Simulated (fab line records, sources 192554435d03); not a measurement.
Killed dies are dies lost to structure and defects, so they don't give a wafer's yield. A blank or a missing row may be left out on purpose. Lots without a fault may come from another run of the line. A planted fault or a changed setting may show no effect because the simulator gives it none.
fab line records | flow n5_finfet
record lots=9 wafers=27 last_day=19
route steps=1938 shown STI_FIN_REVEAL@191 DUMMY_GATE@223 BEOL_M4@1111
lots that met no fault: from a run of the same line without faults
start_h: hours from the record's first day to the start of the lot's first wafer shown | wait_h: hours since the lot's step before | " the same as in the row above | L1.1+2: a row that stands for several wafers | - no value, or no start given | * or withheld: withheld | < > ~ a bound
route shown NAME@n: a module of which the file shows steps, and the number in the route of the first | usual: mean/standard deviation of fault-free wafers | same: alike in all rows | chamber/n: place in a boat | sites: the reading at each site | _std_site: their standard deviation | _edge_site: outer sites' mean less inner sites' | radius_mm: how far each site lies from the wafer's centre | mask NAME#n: copy n | behind: the tool/chamber that last shaped the wafer | hold: why the lot was held/for how many hours/how that ended | device: the transistor (n, p or np) that didn't switch | end of line: the same wafers' tests at the end of the route | a step without rows: its recipe alone | killed: dies lost to structure and defects at the first sort, not the wafer's yield | map: a wafer's dies, x killed, . not, _ none there
set.NAME: the setting as run; set.NAME@STEP: as run at that earlier step | model.NAME: the simulator's own value behind a step, which no gauge read
steps of the route over a sample of lots; a table a step, a row a wafer
services: from which hour (start_h, from the record's first day; less than 0 if before it) a tool's chamber was out of use, for how many hours, and why
## steps
# step N5_STI_FIN_REVEAL_STRIP_24
# recipe chemistry=N2/H2 time_s=90 power_w=100 temp_c=40 pressure_mtorr=100 rf_frequency_hz=6e+07 bias_power_w=3 n2_flow_sccm=300 h2_flow_sccm=300
# usual drypump_motor_current_A=5.7/0.5 oes_product_au=0.80/0.083 rf_vpp_V=45.3/0.8 showerhead_plenum_p_Torr=3.37/0.11 temp_c=40.01/0.12 throttle_valve_pct=12.11/0.26
# columns lot.wafer tool chamber start_h wait_h drypump_motor_current_A oes_product_au rf_hours_counter_h rf_vpp_V showerhead_plenum_p_Torr temp_c throttle_valve_pct
L138.1 rie_diel-03 0 33.95 0.0 5.2 0.84 61 45.0 3.53 40.09 12.01
L138.3 " 1 " " 6.3 0.87 50 45.1 3.41 39.93 11.65
L138.5 " 3 " " 5.7 0.87 - 45.5 3.29 39.95 11.89
L139.1 rie_diel-03 1 45.13 0.0 6.3 0.86 54 46.0 3.41 39.80 11.66
L139.4 " 0 " " 5.2 0.83 65 43.7 3.53 39.89 12.01
L139.6 " 1 " " 6.3 0.86 - 45.5 3.41 39.89 11.68
L144.1 rie_diel-03 2 70.82 0.0 5.6 0.88 37 46.0 3.29 40.02 12.17
L144.3 " 1 " " 6.3 0.85 63 44.6 3.41 40.07 11.69
L144.4 " 0 " " 5.2 0.81 73 45.9 3.53 40.07 12.02
L145.1 rie_diel-06 1 76.16 0.0 5.9 1.00 1 44.1 3.61 40.04 11.87
L145.4 " 1 " " 5.9 1.01 - 45.9 3.61 40.23 11.86
L145.6 " 0 " " 5.3 0.67 - 45.1 3.46 39.87 12.60
L147.1 rie_diel-06 2 88.93 0.0 5.4 0.71 213 45.7 3.45 40.03 12.34
L147.2 " 1 " " 5.9 0.97 6 45.8 3.60 39.82 11.87
L147.3 " 0 " " 5.3 0.68 244 46.1 3.46 39.98 12.60
L153.2 rie_diel-04 2 125.19 0.0 6.8 0.68 202 45.2 3.35 39.74 12.60
L153.3 " 1 " " 5.7 0.75 160 45.3 3.24 39.84 11.93
L153.5 " 0 " " 5.0 0.84 - 45.1 3.27 40.19 12.19
L159.2 rie_diel-03 2 161.58 0.0 5.6 0.85 64 46.5 3.28 40.00 12.24
L159.4 " 1 " " 6.3 0.81 90 46.6 3.39 40.01 11.76
L159.5 " 3 " " 5.7 0.82 - 46.2 3.27 40.09 11.97
L160.3 rie_diel-06 1 164.85 0.0 5.9 0.92 28 46.3 3.59 39.93 11.92
L160.4 " 3 " " 5.0 0.96 19 46.8 3.56 40.03 12.07
L160.5 " 3 " " 5.0 0.95 - 44.7 3.56 39.87 12.06
L161.1 rie_diel-03 3 171.38 0.0 5.7 0.81 90 45.7 3.27 40.08 11.99
L161.3 " 2 " " 5.7 0.84 67 45.8 3.28 40.11 12.25
L161.4 " 0 " " 5.2 0.79 103 45.6 3.51 39.94 12.10
# step N5_STI_FIN_REVEAL_OXIDATION_31
# recipe chemistry=O2_PLASMA_REMOTE temp_c=150 time_s=20 pressure_mtorr=1000 source_power_w=2000 o2_flow_sccm=3000
# usual drypump_motor_current_A=6.37/0.083 heater_power_w=139/7.2 temp_c=150.00/0.14
# columns lot.wafer tool chamber start_h wait_h drypump_motor_current_A heater_power_w rf_hours_counter_h temp_c
L138.1 plasma_asher-02 1 36.33 0.0 6.41 153 37 149.90
L138.3 " 1 " " 6.43 150 - 149.98
L138.5 " 1 " " 6.43 148 - 150.12
L139.1 plasma_asher-02 1 47.51 0.0 6.40 150 39 149.94
L139.4 " 0 " " 6.25 139 - 149.77
L139.6 " 1 " " 6.42 149 - 150.01
L144.1 plasma_asher-02 0 73.18 0.0 6.22 140 43 149.96
L144.3 " 1 " " 6.46 148 - 150.09
L144.4 " 0 " " 6.23 140 - 149.96
L145.1 plasma_asher-01 1 78.53 0.0 6.41 135 76 150.09
L145.4 " 0 " " 6.44 130 - 150.04
L145.6 " 0 " " 6.43 133 - 150.01
L147.1 plasma_asher-02 1 91.30 0.0 6.45 152 47 150.16
L147.2 " 0 " " 6.24 137 47 149.97
L147.3 " 0 " " 6.26 139 - 149.86
L153.2 plasma_asher-02 1 127.55 0.0 6.43 148 54 150.06
L153.3 " 0 " " 6.25 141 - 149.98
L153.5 " 0 " " 6.25 139 - 149.84
L159.2 plasma_asher-02 1 163.94 0.0 6.46 152 62 149.66
L159.4 " 1 " " 6.42 152 - 149.85
L159.5 " 1 " " 6.43 148 - 149.71
L160.3 plasma_asher-02 0 167.23 0.1 6.23 140 - 149.99
L160.4 " 1 " " 6.43 152 - 150.18
L160.5 " 1 " " 6.42 146 - 149.99
L161.1 plasma_asher-01 1 173.75 0.0 6.40 136 90 149.97
L161.3 " 1 " " 6.38 135 - 149.90
L161.4 " 0 " " 6.44 129 - 150.01
# step N5_DUMMY_GATE_COAT_35
# recipe resist=SiARC temp_c=220 time_s=60 spin_rpm=1500 resist_thk_nm=10
# usual spin_speed_rpm=1500.0/1.1
# columns lot.wafer tool chamber start_h wait_h spin_speed_rpm
L138.1 litho_track-03 0 46.75 - 1501.0
L138.3 " 0 " " 1499.7
L138.5 " 0 " " 1500.2
L139.1 litho_track-03 0 56.34 - 1499.9
L139.4 " 0 " " 1500.4
L139.6 " 0 " " 1499.2
L144.1 litho_track-03 0 82.31 - 1500.1
L144.3 " 0 " " 1501.3
L144.4 " 0 " " 1500.9
L145.1 litho_track-03 0 87.77 - 1500.1
L145.4 " 0 " " 1498.2
L145.6 " 0 " " 1500.2
L147.1 litho_track-03 0 100.92 - 1499.6
L147.2 " 0 " " 1499.1
L147.3 " 0 " " 1501.4
L153.2 litho_track-01 0 136.39 - 1498.4
L153.3 " 0 " " 1500.7
L153.5 " 0 " " 1500.8
L159.2 litho_track-03 0 172.79 - 1651.2
L159.4 " 0 " " 1651.5
L159.5 " 0 " " 1650.8
L160.3 litho_track-01 0 176.39 - 1500.8
L160.4 " 0 " " 1498.5
L160.5 " 0 " " 1498.6
L161.1 litho_track-03 0 182.63 - 1651.4
L161.3 " 0 " " 1651.4
L161.4 " 0 " " 1650.2
# step N5_DUMMY_GATE_ETCH_37
# recipe chemistry=N2/H2 target=SOC target_depth_a=600 overetch_a=300 temp_c=40 ion_energy_ev=200 pressure_mtorr=30 source_w=840 bias_w=150 n2_flow_sccm=200 h2_flow_sccm=200
# usual drypump_motor_current_A=5.8/0.34 oes_product_au=0.61/0.067 rf_vpp_V=524.8/2.5 showerhead_plenum_p_Torr=2.57/0.088 temp_c=39.99/0.12 throttle_valve_pct=17.90/0.22
# columns lot.wafer tool chamber start_h wait_h drypump_motor_current_A oes_product_au rf_hours_counter_h rf_vpp_V showerhead_plenum_p_Torr temp_c throttle_valve_pct
L138.1 rie_diel-05 0 47.29 0.0 6.1 0.57 181 526.6 2.63 40.19 17.97
L138.3 " 1 " " 6.0 0.63 104 525.1 2.55 39.87 17.66
L138.5 " 3 " " 5.8 0.57 - 526.1 2.61 40.04 17.94
L139.1 rie_diel-01 3 56.88 0.0 5.8 0.73 25 525.3 2.58 39.74 17.66
L139.4 " 0 " " 6.3 0.73 16 527.1 2.62 40.00 18.00
L139.6 " 1 " " 5.8 0.57 - 526.6 2.64 40.07 18.28
L144.1 rie_diel-01 0 83.15 0.0 6.3 0.72 25 524.7 2.61 39.99 18.03
L144.3 " 2 " " 5.8 0.56 230 520.7 2.39 40.02 17.89
L144.4 " 1 " " 5.8 0.56 - 526.4 2.63 40.03 18.27
L145.1 rie_diel-02 3 88.44 0.0 6.3 0.77 2 528.2 2.71 40.09 17.70
L145.4 " 1 " " 5.7 0.53 241 526.4 2.61 39.98 17.89
L145.6 " 0 " " 5.5 0.61 - 527.7 2.65 39.97 18.17
L147.1 rie_diel-05 2 101.85 0.0 5.0 0.61 150 521.3 2.42 40.03 17.57
L147.2 " 1 " " 6.0 0.61 117 523.2 2.54 39.81 17.68
L147.3 " 0 " " 6.1 0.56 194 526.0 2.63 39.97 17.99
L153.2 rie_diel-05 3 136.93 0.0 5.8 0.55 221 526.1 2.61 39.89 17.96
L153.3 " 1 " " 6.0 0.61 124 523.7 2.54 39.86 17.70
L153.5 " 2 " " 5.0 0.59 - 520.7 2.42 40.01 17.57
L159.2 rie_diel-02 1 173.45 0.0 5.7 0.75 5 525.2 2.60 40.06 17.55
L159.4 " 3 " " 6.3 0.72 22 527.1 2.71 39.91 17.74
L159.5 " 0 " " 5.5 0.60 - 526.3 2.64 40.02 18.20
L160.3 rie_diel-01 1 177.76 0.0 5.8 0.55 248 525.5 2.62 39.90 18.33
L160.4 " 1 " " 5.8 0.55 - 525.4 2.62 39.86 18.31
L160.5 " 0 " " 6.3 0.68 - 523.9 2.60 40.18 18.07
L161.1 rie_diel-02 0 183.30 0.0 5.5 0.59 163 526.1 2.64 39.94 18.21
L161.3 " 1 " " 5.7 0.73 10 525.4 2.60 39.96 17.56
L161.4 " 1 " " 5.7 0.73 - 525.9 2.60 39.80 17.53
# step N5_BEOL_M4_RC_MEAS_101
# usual DIBL_N=36.0/2.2 DIBL_P=36.2/2.4 IOFF_N=0.16/0.035 IOFF_P=0.21/0.037 ION_N=672/13 ION_P=461/7 SS_N=71.4/0.69 SS_P=73.2/0.75 VT_N=250/3.4 VT_P=-251/3
# columns lot.wafer tool chamber start_h wait_h DIBL_N[mV/V] DIBL_P[mV/V] IOFF_N[nA/um] IOFF_P[nA/um] ION_N[uA/um] ION_P[uA/um] SS_N[mV/dec] SS_P[mV/dec] VT_N[mV] VT_P[mV]
L138.1 prober-01 0 205.02 0.0 33.9 34.2 0.12 0.17 659 451 71.3 73.7 252 -257
L138.3 " 0 " " 35.4 35.7 0.16 0.19 677 457 71.1 73.4 250 -253
L138.5 " 0 " " 35.7 36.5 0.17 0.21 694 467 70.8 73.6 246 -252
L139.1 prober-02 0 207.70 0.0 33.4 33.8 0.13 0.17 678 460 70.8 72.1 252 -251
L139.4 " 0 " " 30.8 32.2 0.10 0.16 659 462 70.2 72.1 257 -254
L139.6 " 0 " " 33.7 34.7 0.14 0.19 679 465 70.8 72.4 249 -253
L144.1 prober-01 0 235.09 0.0 35.2 34.8 0.14 0.18 665 455 71.1 72.2 253 -255
L144.3 " 0 " " 32.3 32.9 0.11 0.16 655 454 70.3 71.8 254 -252
L144.4 " 0 " " 35.6 36.0 0.14 0.19 667 461 71.0 72.8 251 -254
L145.1 prober-02 0 235.70 0.0 34.2 33.5 0.13 0.18 675 465 70.3 72.5 252 -250
L145.4 " 0 " " 36.7 37.9 0.18 0.24 684 471 71.8 73.6 246 -246
L145.6 " 0 " " 36.2 36.5 0.16 0.22 683 460 70.8 73.1 249 -250
L147.1 prober-02 0 261.06 0.0 40.6 41.8 0.22 0.27 697 467 72.3 74.2 246 -247
L147.2 " 0 " " 37.0 38.9 0.14 0.20 661 457 71.7 73.3 254 -249
L147.3 " 0 " " 39.7 41.3 0.20 0.24 671 457 72.9 74.5 247 -249
L153.2 prober-02 0 299.60 0.2 35.1 36.3 0.15 0.22 664 461 71.1 73.1 248 -250
L153.3 " 0 " " 35.3 35.5 0.15 0.19 677 457 70.9 73.1 251 -252
L153.5 " 0 " " 35.8 37.0 0.16 0.23 677 463 71.8 73.0 250 -248
L159.2 prober-02 0 333.93 0.2 36.0 34.2 0.14 0.21 677 467 71.6 73.0 251 -244
L159.4 " 0 " " 39.7 38.0 0.20 0.28 687 476 71.6 73.2 247 -243
L159.5 " 0 " " 38.7 37.5 0.18 0.26 677 471 71.9 73.5 247 -245
L160.3 prober-02 0 338.34 0.3 37.0 38.6 0.19 0.23 689 460 71.7 74.1 247 -250
L160.4 " 0 " " 37.4 39.4 0.20 0.23 696 470 72.3 73.4 247 -251
L160.5 " 0 " " 35.2 37.4 0.17 0.21 681 468 71.6 73.8 250 -251
L161.1 prober-01 0 341.10 0.0 36.0 35.5 0.14 0.20 676 466 70.8 73.0 251 -249
L161.3 " 0 " " 37.5 37.4 0.18 0.24 682 473 71.7 73.2 249 -247
L161.4 " 0 " " 36.2 36.2 0.16 0.21 678 466 71.3 73.0 250 -248
## services
# columns tool chamber start_h hours kind
plasma_asher-01 - 17.63 1.3 repair
rie_diel-06 3 19.86 10.1 repair
rie_diel-05 1 32.75 9.0 repair
rie_diel-04 0 33.73 4.9 repair
rie_diel-06 3 40.78 3.3 repair
rie_diel-06 1 49.39 - clean
rie_diel-06 1 49.39 - consumable_replace:focus_ring
rie_diel-06 1 49.39 - consumable_replace:showerhead
rie_diel-06 1 49.39 21.1 scheduled_down
rie_diel-06 1 49.39 21.1 vent_cycle
plasma_asher-01 - 50.63 0.7 repair
rie_diel-02 3 58.21 - clean
rie_diel-02 3 58.21 - consumable_replace:focus_ring
rie_diel-02 3 58.21 - consumable_replace:showerhead
rie_diel-03 0 72.76 9.1 repair
rie_diel-06 - 74.08 0.7 repair
rie_diel-01 3 78.87 5.7 repair
rie_diel-05 1 109.28 4.8 repair
plasma_asher-01 - 116.91 6.5 repair
rie_diel-05 1 140.73 9.1 repair
rie_diel-04 2 142.43 9.2 repair
rie_diel-01 3 144.44 4.0 repair
rie_diel-04 3 166.11 2.1 repair
rie_diel-02 2 177.07 8.7 repair
## key
first_sign step=N5_DUMMY_GATE_COAT_35 reading=spin_speed_rpm direction=up sigmas=99+ usual=* struck=*
effect none on later readings
met_at N5_DUMMY_GATE_COAT_35
struck_lots L159,L161
not_acting_at N5_STI_FIN_REVEAL_STRIP_24,N5_STI_FIN_REVEAL_OXIDATION_31,N5_DUMMY_GATE_ETCH_37
onset_between 100.92 172.79
fault kind=process_parameter_drift tool=litho_track-03 chamber=- onset_h=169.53 steps=N5_DUMMY_GATE_COAT_35 channel=spin_rpm offset=* shape=step end_h=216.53 acts_in=* stated=*
